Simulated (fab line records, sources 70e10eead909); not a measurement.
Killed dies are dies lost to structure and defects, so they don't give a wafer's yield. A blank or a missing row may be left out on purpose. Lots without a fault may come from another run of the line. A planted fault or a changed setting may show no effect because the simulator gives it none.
fab line records | flow nand_harc
record lots=6 wafers=18 last_day=33
route steps=1302 shown A_STAIRCASE@660
lots that met no fault: from a run of the same line without faults
start_h: hours from the record's first day to the start of the lot's first wafer shown | wait_h: hours since the lot's step before | " the same as in the row above | L1.1+2: a row that stands for several wafers | - no value, or no start given | * or withheld: withheld | < > ~ a bound
route shown NAME@n: a module of which the file shows steps, and the number in the route of the first | usual: mean/standard deviation of fault-free wafers | same: alike in all rows | chamber/n: place in a boat | sites: the reading at each site | _std_site: their standard deviation | _edge_site: outer sites' mean less inner sites' | radius_mm: how far each site lies from the wafer's centre | mask NAME#n: copy n | behind: the tool/chamber that last shaped the wafer | hold: why the lot was held/for how many hours/how that ended | device: the transistor (n, p or np) that didn't switch | end of line: the same wafers' tests at the end of the route | a step without rows: its recipe alone | killed: dies lost to structure and defects at the first sort, not the wafer's yield | map: a wafer's dies, x killed, . not, _ none there
set.NAME: the setting as run; set.NAME@STEP: as run at that earlier step | model.NAME: the simulator's own value behind a step, which no gauge read
lots at some steps of the route; a table a step, a row a wafer
services: from which hour (start_h, from the record's first day; less than 0 if before it) a tool's chamber was out of use, for how many hours, and why
## steps
# step NHARC_A_STAIRCASE_SOFTBAKE_04
# recipe temp_c=135 time_s=170
# step NHARC_A_STAIRCASE_EBR_05
# step NHARC_A_STAIRCASE_EXPOSE_06
# recipe na=0.5 dose_mj=25.43 mask_id=STAIR
# step NHARC_A_STAIRCASE_PEB_07
# recipe peb_temp_c=115 peb_time_s=130
# step NHARC_A_STAIRCASE_DEVELOP_08
# recipe time_s=140
# step NHARC_A_STAIRCASE_HARDBAKE_10
# recipe temp_c=120 time_s=140
# step NHARC_A_STAIRCASE_DESCUM_11
# recipe time_s=3 o2_flow_sccm=200 ar_flow_sccm=0 bias_power_w=0 chemistry=O2
# usual chamber_pressure_mTorr=60.00/0.052 drypump_motor_current_A=5.8/0.5 oes_product_au=1.001/0.01 rf_vpp_V=58.0/0.88 showerhead_plenum_p_Torr=1.93/0.07 throttle_valve_pct=11.311/0.0086
# columns lot.wafer tool chamber start_h wait_h chamber_pressure_mTorr drypump_motor_current_A oes_product_au rf_hours_counter_h rf_vpp_V showerhead_plenum_p_Torr throttle_valve_pct
L184.4 rie_diel-09 1 409.89 - 60.00 6.6 1.008 27 57.7 1.95 11.319
L184.6 " 0 " " 60.00 6.2 0.995 - 56.2 1.80 11.305
L184.5 " 1 " " 59.94 6.6 1.003 - 58.5 1.95 11.310
L186.3 rie_diel-04 0 423.70 - 59.95 5.2 0.997 18 57.6 1.94 11.295
L186.2 " 3 " " 59.99 6.4 0.981 13 57.9 1.87 11.327
L186.6 " 0 " " 59.93 5.2 1.006 - 57.8 1.94 11.319
L192.1 rie_diel-04 1 506.44 - 60.07 5.3 1.000 46 58.3 2.02 11.316
L192.2 " 2 " " 59.99 5.7 1.005 47 57.3 1.94 11.278
L192.3 " 3 " " 60.03 6.4 0.996 39 57.8 1.86 11.314
L193.3 rie_diel-04 1 506.50 - 59.96 5.3 1.004 46 58.1 2.02 11.313
L193.2 " 2 " " 60.02 5.6 0.995 47 56.7 1.94 11.324
L193.6 " 1 " " 59.99 5.3 0.988 - 58.0 2.02 11.308
L195.3 rie_diel-09 2 515.14 - 59.97 5.8 1.011 2 57.1 1.91 11.317
L195.1 " 3 " " 59.96 5.7 0.995 2 58.1 1.99 11.311
L195.6 " 3 " " 59.92 5.7 1.002 - 56.8 1.99 11.310
L200.4 rie_diel-01 3 575.03 - 60.05 5.9 1.004 2 56.6 1.80 11.307
L200.5 " 2 " " 60.04 6.6 0.998 - 58.2 1.95 11.309
L200.6 " 3 " " 60.01 5.9 1.007 - 57.3 1.80 11.311
# step NHARC_A_STAIRCASE_TRIM_12
# recipe time_s=211.2 o2_flow_sccm=500 ar_flow_sccm=0 bias_w=0 chemistry=O2
# usual chamber_pressure_mTorr=60.00/0.058 drypump_motor_current_A=5.8/0.51 oes_product_au=1.003/0.0095 rf_vpp_V=57.8/0.81 run_length_s=232.5/0.51 showerhead_plenum_p_Torr=3.56/0.12 throttle_valve_pct=17.037/0.0085
# columns lot.wafer tool chamber start_h wait_h chamber_pressure_mTorr drypump_motor_current_A oes_product_au rf_hours_counter_h rf_vpp_V run_length_s showerhead_plenum_p_Torr throttle_valve_pct
L184.4 rie_diel-09 1 410.01 0.1 59.94 6.6 0.999 27 55.9 232.8 3.60 17.039
L184.5 " 2 " " 59.99 5.8 1.023 - 57.6 233.4 3.54 17.036
L184.6 " 3 " " 60.01 5.7 1.007 - 57.4 232.2 3.67 17.026
L186.2 rie_diel-04 3 423.85 0.1 59.93 6.5 0.987 13 56.8 232.2 3.45 17.041
L186.3 " 0 " " 59.95 5.2 1.006 18 59.5 231.9 3.58 17.054
L186.6 " 3 " " 59.94 6.4 0.996 - 57.9 232.4 3.45 17.029
L192.2 rie_diel-04 2 506.56 0.1 59.99 5.7 1.008 47 58.8 233.3 3.57 17.034
L192.3 " 3 " " 59.89 6.4 0.997 39 56.9 232.3 3.43 17.033
L192.1 " 0 " " 60.01 5.2 1.011 49 58.8 231.9 3.57 17.030
L193.3 rie_diel-04 2 506.63 0.1 59.95 5.7 1.002 47 57.4 233.1 3.57 17.036
L193.2 " 3 " " 59.90 6.4 0.984 39 57.4 232.9 3.43 17.038
L193.6 " 2 " " 60.05 5.7 1.000 - 57.1 233.0 3.57 17.036
L195.3 rie_diel-09 1 515.36 0.2 59.99 6.6 1.017 1 56.9 232.2 3.58 17.039
L195.1 " 2 " " 60.03 5.8 1.018 2 58.4 233.1 3.52 17.026
L195.6 " 0 " " 59.95 6.2 1.009 - 56.9 232.6 3.31 17.044
L200.4 rie_diel-01 0 575.11 0.1 60.05 5.3 1.020 2 58.4 232.9 3.74 17.030
L200.5 " 0 " " 60.07 5.3 1.009 - 57.5 232.9 3.74 17.041
L200.6 " 1 " " 59.99 5.2 0.996 - 58.6 232.5 3.58 17.032
# step NHARC_A_STAIRCASE_ETCH_13
# recipe target_depth_a=1000 time_s=40.5 ion_energy_ev=400 c4f8_flow_sccm=20 o2_flow_sccm=10 ar_flow_sccm=withheld rf_w=600 bias_w=1000 chemistry=C4F8/O2
# usual chamber_pressure_mTorr=25.000/0.023 oes_product_au=0.942/0.014 rf_vpp_V=897/4.5
# columns lot.wafer tool chamber start_h wait_h chamber_pressure_mTorr oes_product_au rf_hours_counter_h rf_vpp_V
L184.4 rie_diel-09 2 - - 24.979 0.967 29 895
L184.6 " 0 " " 24.992 0.922 - 888
L184.5 " 1 " " 25.011 0.949 - 898
L186.2 rie_diel-04 2 - - 25.023 0.939 17 897
L186.3 " 3 " " 25.009 0.915 13 893
L186.6 " 3 " " 25.065 0.925 - 893
L192.3 rie_diel-04 3 - - 24.996 0.920 39 891
L192.2 " 0 " " 25.013 0.947 49 896
L192.1 " 2 " " 25.017 0.928 47 898
L193.2 rie_diel-04 2 - - 24.975 0.946 47 898
L193.3 " 3 " " 24.984 0.913 39 892
L193.6 " 3 " " 25.041 0.928 - 892
L195.3 rie_diel-09 3 - - 24.976 0.928 2 899
L195.1 " 0 " " 25.030 0.936 1 888
L195.6 " 2 " " 24.975 0.945 - 895
L200.4 rie_diel-01 1 - - 24.995 0.938 2 898
L200.5 " 0 " " 25.044 0.960 - 904
L200.6 " 1 " " 25.001 0.930 - 898
# step NHARC_A_STAIRCASE_TRIM_14
# recipe time_s=211.2 o2_flow_sccm=500 ar_flow_sccm=0 bias_w=0 chemistry=O2
# usual chamber_pressure_mTorr=60.00/0.05 drypump_motor_current_A=5.8/0.5 oes_product_au=1.002/0.011 rf_vpp_V=57.8/0.93 run_length_s=232.5/0.53 showerhead_plenum_p_Torr=3.56/0.12 throttle_valve_pct=17.038/0.0093
# columns lot.wafer tool chamber start_h wait_h chamber_pressure_mTorr drypump_motor_current_A oes_product_au rf_hours_counter_h rf_vpp_V run_length_s showerhead_plenum_p_Torr throttle_valve_pct
L184.4 rie_diel-09 2 - - 60.06 5.8 1.017 29 57.0 232.8 3.54 17.052
L184.6 " 1 " " 59.88 6.6 0.995 - 58.4 232.2 3.60 17.021
L184.5 " 2 " " 60.03 5.8 1.023 - 57.4 233.5 3.54 17.048
L186.2 rie_diel-04 3 - - 59.99 6.5 0.994 14 58.1 232.3 3.44 17.038
L186.3 " 2 " " 59.98 5.7 0.997 18 56.5 233.1 3.59 17.043
L186.6 " 0 " " 60.03 5.2 0.999 - 58.3 231.8 3.58 17.047
L192.3 rie_diel-04 0 - - 60.05 5.2 1.019 49 59.4 231.8 3.57 17.046
L192.1 " 1 " " 59.93 5.3 1.007 47 59.2 232.1 3.71 17.030
L192.2 " 2 " " 60.04 5.7 1.007 47 57.5 233.2 3.57 17.030
L193.3 rie_diel-04 1 - - 60.03 5.3 1.010 47 57.0 231.8 3.71 17.037
L193.2 " 2 " " 60.05 5.7 1.006 47 57.6 233.3 3.57 17.044
L193.6 " 1 " " 59.97 5.3 1.000 - 57.6 231.7 3.71 17.028
L195.1 rie_diel-09 1 - - 60.02 6.6 1.012 2 58.6 232.4 3.58 17.033
L195.3 " 3 " " 59.97 5.7 0.999 2 56.5 231.9 3.65 17.043
L195.6 " 1 " " 60.03 6.6 1.008 - 57.9 232.7 3.58 17.051
L200.4 rie_diel-01 0 - - 60.04 5.3 0.995 2 57.2 232.7 3.74 17.038
L200.5 " 2 " " 59.89 6.6 0.998 - 57.1 232.5 3.59 17.041
L200.6 " 3 " " 59.99 6.0 1.002 - 57.1 232.5 3.33 17.055
# step NHARC_A_STAIRCASE_ETCH_15
# recipe target_depth_a=1000 time_s=40.5 ion_energy_ev=400 c4f8_flow_sccm=20 o2_flow_sccm=10 ar_flow_sccm=withheld rf_w=600 bias_w=1000 chemistry=C4F8/O2
# step NHARC_A_STAIRCASE_TRIM_16
# recipe time_s=211.2 o2_flow_sccm=500 ar_flow_sccm=0 bias_w=0 chemistry=O2
# usual chamber_pressure_mTorr=60.00/0.062 drypump_motor_current_A=5.8/0.5 oes_product_au=1.002/0.01 rf_vpp_V=57.8/0.83 run_length_s=232.5/0.53 showerhead_plenum_p_Torr=3.56/0.12 throttle_valve_pct=17.038/0.0092
# columns lot.wafer tool chamber start_h wait_h chamber_pressure_mTorr drypump_motor_current_A oes_product_au rf_hours_counter_h rf_vpp_V run_length_s showerhead_plenum_p_Torr throttle_valve_pct
L184.4 rie_diel-09 0 410.47 - 59.95 6.2 0.999 24 56.4 232.8 3.33 17.024
L184.5 " 1 " " 60.06 6.6 1.006 - 59.3 232.3 3.60 17.037
L184.6 " 2 " " 60.00 5.8 1.024 - 57.4 233.0 3.54 17.044
L186.3 rie_diel-04 2 424.56 - 60.05 5.6 1.006 18 57.0 233.3 3.59 17.054
L186.2 " 3 " " 59.97 6.4 0.992 14 56.6 232.4 3.45 17.011
L186.6 " 2 " " 59.99 5.7 1.014 - 57.9 233.1 3.59 17.047
L192.2 rie_diel-04 0 507.12 - 60.08 5.2 1.009 49 56.3 174.7 3.56 17.027
L192.3 " 2 " " 60.06 5.7 1.013 47 59.3 233.0 3.57 17.017
L192.1 " 3 " " 59.99 6.4 0.994 39 57.5 175.0 3.43 17.049
L193.3 rie_diel-04 1 507.22 - 60.08 5.3 1.005 47 58.5 232.4 3.71 17.041
L193.2 " 2 " " 59.99 5.7 1.008 47 58.6 176.0 3.57 17.049
L193.6 " 0 " " 60.02 5.3 1.011 - 58.6 231.7 3.56 17.035
L195.3 rie_diel-09 0 515.90 - 59.98 6.2 1.012 2 57.0 232.6 3.31 17.029
L195.1 " 1 " " 59.97 6.6 1.014 2 58.2 232.2 3.58 17.035
L195.6 " 3 " " 59.88 5.7 0.991 - 59.3 232.3 3.65 17.039
L200.4 rie_diel-01 0 575.60 - 59.98 5.3 1.002 2 58.7 232.8 3.74 17.036
L200.6 " 2 " " 60.01 6.6 0.992 - 58.4 232.7 3.59 17.040
L200.5 " 3 " " 59.98 6.0 1.019 - 57.5 233.3 3.33 17.040
# step NHARC_A_STAIRCASE_ETCH_17
# recipe target_depth_a=1000 time_s=40.5 ion_energy_ev=400 c4f8_flow_sccm=20 o2_flow_sccm=10 ar_flow_sccm=withheld rf_w=600 bias_w=1000 chemistry=C4F8/O2
# usual chamber_pressure_mTorr=25.000/0.021 oes_product_au=0.945/0.012 rf_vpp_V=897/4.2
# columns lot.wafer tool chamber start_h wait_h chamber_pressure_mTorr oes_product_au rf_hours_counter_h rf_vpp_V
L184.4 rie_diel-09 0 - - 24.991 0.950 24 888
L184.5 " 2 " " 25.015 0.952 - 898
L184.6 " 3 " " 25.031 0.953 - 901
L186.2 rie_diel-04 0 - - 25.004 0.936 19 897
L186.3 " 1 " " 24.944 0.941 17 903
L186.6 " 0 " " 24.980 0.938 - 898
L192.1 rie_diel-04 2 - - 25.023 0.943 47 897
L192.2 " 3 " " 24.980 0.931 39 891
L192.3 " 1 " " 24.976 0.948 47 901
L193.2 rie_diel-04 2 - - 25.018 0.942 47 898
L193.3 " 1 " " 25.007 0.942 47 903
L193.6 " 3 " " 25.055 0.925 - 893
L195.1 rie_diel-09 3 - - 25.014 0.927 2 900
L195.3 " 0 " " 24.964 0.938 2 887
L195.6 " 0 " " 25.027 0.947 - 887
L200.4 rie_diel-01 3 - - 25.008 0.957 2 889
L200.5 " 1 " " 24.980 0.942 - 898
L200.6 " 2 " " 25.008 0.950 - 898
## services
# columns tool chamber start_h hours kind
rie_diel-04 0 389.21 - clean
rie_diel-04 1 389.21 - clean
rie_diel-04 2 389.21 - clean
rie_diel-04 3 389.21 - clean
rie_diel-01 3 409.01 15.4 repair
rie_diel-01 2 411.48 2.7 repair
rie_diel-04 0 415.82 - clean
rie_diel-04 1 415.82 - clean
rie_diel-04 2 415.82 - clean
rie_diel-04 3 415.82 - clean
rie_diel-04 0 440.69 - clean
rie_diel-04 1 440.69 - clean
rie_diel-04 2 440.69 - clean
rie_diel-04 3 440.69 - clean
rie_diel-04 - 457.47 0.5 repair
rie_diel-04 0 465.40 - clean
rie_diel-04 1 465.40 - clean
rie_diel-04 2 465.40 - clean
rie_diel-04 3 465.40 - clean
rie_diel-09 - 498.49 9.0 pm
rie_diel-04 - 533.12 9.0 pm
rie_diel-01 3 541.46 4.9 repair
rie_diel-01 - 557.98 9.0 pm
rie_diel-04 1 560.84 20.0 repair
## key
first_sign step=NHARC_A_STAIRCASE_TRIM_16 reading=run_length_s direction=down sigmas=99+ usual=* struck=*
effect none on later readings
met_at NHARC_A_STAIRCASE_TRIM_16
struck_wafers L192.1,L192.2,L193.2
sort_left_out L192.1,L192.2,L193.2
tester_left_out L192,L193
onset_between 424.56 507.12
fault kind=process_parameter_drift tool=rie_diel-04 chamber=- onset_h=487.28 steps=NHARC_A_STAIRCASE_TRIM_16 channel=time_s offset=* shape=step end_h=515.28 scope=struck_wafers_only acts_in=* stated=*
# tester_left_out: of these lots the tester's yield and bins aren't shown, on N5 and GAA mostly nor the transistor test; their killed dies are dies lost to structure and defects alone, not to doping, threshold or leakage, so they don't give the yield
# sort_left_out: the simulated sort isn't trusted on such a fault, so these wafers' sort isn't shown, and their yield isn't known
